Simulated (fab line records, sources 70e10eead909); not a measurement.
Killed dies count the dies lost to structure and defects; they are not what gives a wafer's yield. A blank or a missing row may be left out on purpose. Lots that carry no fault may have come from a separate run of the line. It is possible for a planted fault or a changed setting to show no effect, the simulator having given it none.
Which tool is to blame? + flow nand harc + 13 lots, 39 wafers sampled, at 5 steps of a route of 1159

== WHAT EACH GAUGE READ, for each wafer ==
NHARC_A_BLC_CD_MEAS_10: the cd target is 100 nm.
| lot  | measured     | on        | cd nm (nm)        |
|------|--------------|-----------|-------------------|
| L404 | day 17 02:20 | cd sem-03 | 101.3 100.3 100.5 |
| L407 | day 17 15:51 | cd sem-03 | 99.8 100.0 99.8   |
| L406 | day 17 16:28 | cd sem-03 | 100.5 99.3 100.5  |
| L408 | day 18 04:33 | cd sem-02 | 99.6 100.1 100.1  |
| L413 | day 19 16:20 | cd sem-02 | 100.6 100.6 99.6  |
| L410 | day 19 17:46 | cd sem-01 | 100.8 99.8 100.5  |
| L414 | day 20 01:21 | cd sem-03 | 100.1 99.8 99.7   |
| L417 | day 20 20:13 | cd sem-01 | 99.4 100.1 100.3  |
| L420 | day 21 02:29 | cd sem-02 | 99.7 100.8 100.3  |
| L419 | day 21 13:19 | cd sem-02 | 99.4 99.8 99.6    |
| L425 | day 22 15:16 | cd sem-01 | 99.5 101.0 100.3  |
| L427 | day 22 20:15 | cd sem-03 | 99.4 99.2 99.2    |
| L426 | day 23 09:52 | cd sem-03 | 99.5 99.0 100.0   |

NHARC_END_SORT_01.
| lot  | measured     | on        | killed at array | killed at other | killed at periphery | killed dies | killed open | killed short |
|------|--------------|-----------|-----------------|-----------------|---------------------|-------------|-------------|--------------|
| L414 | day 21 22:43 | prober-01 | 39 36 41        | 1 0 1           | 5 3 5               | 45 39 47    | 4 4 5       | 1 0 4        |
| L425 | day 24 13:35 | prober-02 | 36 37 36        | 0 1 0           | 8 6 4               | 44 44 40    | 2 7 1       | 1 4 1        |

== EACH LOT AND THE TOOL THAT RAN IT (in order: tool; ch and the chambers of the sampled wafers; start) ==
| lot  | NHARC_A_BLC_ETCH_18                           | NHARC_A_BLC_ALD_23                  | NHARC_A_BLC_CMP_25            |
|------|-----------------------------------------------|-------------------------------------|-------------------------------|
| L404 | rie diel-09 ch 1,2,3, day 17 04:21 or earlier | ald metal-02 ch 0,1, day 17 04:21   | cmp-03 ch 0,2,3, day 17 14:13 |
| L407 | rie diel-09 ch 2,3, day 17 18:05 or earlier   | ald metal-04 ch 0,3, day 17 18:05   | cmp-02 ch 1,3, day 17 18:52   |
| L406 | rie diel-09 ch 1,2, day 17 18:37 or earlier   | ald metal-03 ch 2,3, day 17 18:37   | cmp-04 ch 0,2,3, day 17 19:26 |
| L408 | rie diel-09 ch 0,1,2, day 18 06:34 or earlier | ald metal-03 ch 1,2,3, day 18 06:34 | cmp-03 ch 1,3, day 18 16:08   |
| L413 | rie diel-09 ch 1,2,3, day 19 18:20 or earlier | ald metal-04 ch 0,1,2, day 19 18:20 | cmp-03 ch 0,1,3, day 19 22:31 |
| L410 | rie diel-09 ch 1,2,3, day 19 19:45 or earlier | ald metal-03 ch 1,2, day 19 19:45   | cmp-02 ch 1,2,3, day 19 22:57 |
| L414 | rie diel-09 ch 1,2,3, day 20 03:29 or earlier | ald metal-02 ch 1,2,3, day 20 03:29 | cmp-04 ch 1,2,3, day 20 05:04 |
| L417 | rie diel-06 ch 0,2,3, day 20 22:16 or earlier | ald metal-02 ch 0,1,2, day 20 22:16 | cmp-04 ch 0,1,2, day 20 23:00 |
| L420 | rie diel-06 ch 0,1,3, day 21 04:31 or earlier | ald metal-04 ch 0,3, day 21 04:31   | cmp-03 ch 1,3, day 21 05:15   |
| L419 | rie diel-06 ch 0,2, day 21 15:20 or earlier   | ald metal-04 ch 0,2,3, day 21 15:20 | cmp-03 ch 0,3, day 21 21:16   |
| L425 | rie diel-09 ch 0,1,2, day 22 17:26 or earlier | ald metal-02 ch 0,1,3, day 22 17:26 | cmp-03 ch 1,2,3, day 22 20:19 |
| L427 | rie diel-09 ch 1,2, day 22 22:15 or earlier   | ald metal-02 ch 0,1, day 22 22:15   | cmp-04 ch 1,2,3, day 22 23:01 |
| L426 | rie diel-06 ch 0,1,3, day 23 11:52 or earlier | ald metal-03 ch 0,2,3, day 23 11:52 | cmp-03 ch 0,1, day 23 16:28   |
- NHARC_A_BLC_ETCH_18: etches the open film in C4F8/O2/Ar, target depth 910 nm.
- NHARC_A_BLC_ALD_23: deposits TiN, target thk 3 nm, pulse time 1 s, ald cycles 150.
- NHARC_A_BLC_CMP_25: polishes, t overpolish 30 s, target thk 150 nm.

== WHAT THE TOOLS THEMSELVES READ (means of the sampled wafers that have a number; where no wafer has one, the mark that the record gives instead) ==
NHARC_A_BLC_ETCH_18.
| lot  | tool        | oes product au (a.u.) | rf vpp V (V) |
|------|-------------|-----------------------|--------------|
| L404 | rie diel-09 | 0.933                 | 981          |
| L407 | rie diel-09 | 0.930                 | 982          |
| L406 | rie diel-09 | 0.980                 | 978          |
| L408 | rie diel-09 | 0.921                 | 977          |
| L413 | rie diel-09 | 0.969                 | 981          |
| L410 | rie diel-09 | 0.972                 | 982          |
| L414 | rie diel-09 | 0.967                 | 982          |
| L417 | rie diel-06 | 0.928                 | 975          |
| L420 | rie diel-06 | 0.959                 | 973          |
| L419 | rie diel-06 | 0.955                 | 978          |
| L425 | rie diel-09 | 0.966                 | 976          |
| L427 | rie diel-09 | 0.925                 | 978          |
| L426 | rie diel-06 | 0.961                 | 974          |

NHARC_A_BLC_ALD_23.
| lot  | tool         | heater power w (W) | precursor pulse height rel |
|------|--------------|--------------------|----------------------------|
| L404 | ald metal-02 | 1052               | 1.008                      |
| L407 | ald metal-04 | 1122               | 0.999                      |
| L406 | ald metal-03 | 1228               | 0.985                      |
| L408 | ald metal-03 | 1119               | 1.013                      |
| L413 | ald metal-04 | 1018               | 0.983                      |
| L410 | ald metal-03 | 1165               | 0.984                      |
| L414 | ald metal-02 | 906                | 0.981                      |
| L417 | ald metal-02 | 988                | 1.010                      |
| L420 | ald metal-04 | 1155               | 1.004                      |
| L419 | ald metal-04 | 1085               | 0.997                      |
| L425 | ald metal-02 | 973                | 1.008                      |
| L427 | ald metal-02 | 964                | 1.003                      |
| L426 | ald metal-03 | 1144               | 0.982                      |

NHARC_A_BLC_CMP_25.
| lot  | tool   | motor current A (A) | overpolish run s (s) | time to endpoint s (s) |
|------|--------|---------------------|----------------------|------------------------|
| L404 | cmp-03 | 12.2                | 30.000               | 34.0                   |
| L407 | cmp-02 | 13.1                | 29.996               | 32.7                   |
| L406 | cmp-04 | 12.2                | 29.999               | 31.1                   |
| L408 | cmp-03 | 13.3                | 29.995               | 29.7                   |
| L413 | cmp-03 | 12.9                | 29.999               | 32.8                   |
| L410 | cmp-02 | 12.2                | 30.009               | 30.1                   |
| L414 | cmp-04 | 12.8                | 30.011               | 30.5                   |
| L417 | cmp-04 | 11.5                | 30.006               | 31.1                   |
| L420 | cmp-03 | 13.4                | 30.000               | 32.8                   |
| L419 | cmp-03 | 12.6                | 29.998               | 30.1                   |
| L425 | cmp-03 | 13.1                | 29.994               | 30.4                   |
| L427 | cmp-04 | 12.7                | 29.999               | 27.1                   |
| L426 | cmp-03 | 13.4                | 30.005               | 29.5                   |

== THE ANSWER, worked out from the rows above alone ==
Rule: what is usual is taken from the lots themselves. The widest of any qualifying gaps counts: lots, ordered by their means at a reading, are off when they make up no more than a third of the lots, leave a main group of 4 or more, and stand apart from it by 3 or more times the standard deviation of that group's means. Not used: any main group whose means are identical at the precision the tables above print for the reading. Also off: a lot with no number at a reading for which 4 or more lots have one. Any other lot the step has rows for is counted as sound. Order of review: gauges by route order, followed by the tools' own readings, for which a lot's mean as printed above is used. The first step at which some lot is off is used, and at that step the reading that is off furthest; a lot without a number counts as furthest.
Nothing can be told from this: no lot is off at any reading shown.

== WHAT THE SIMULATOR HAD PUT IN ==
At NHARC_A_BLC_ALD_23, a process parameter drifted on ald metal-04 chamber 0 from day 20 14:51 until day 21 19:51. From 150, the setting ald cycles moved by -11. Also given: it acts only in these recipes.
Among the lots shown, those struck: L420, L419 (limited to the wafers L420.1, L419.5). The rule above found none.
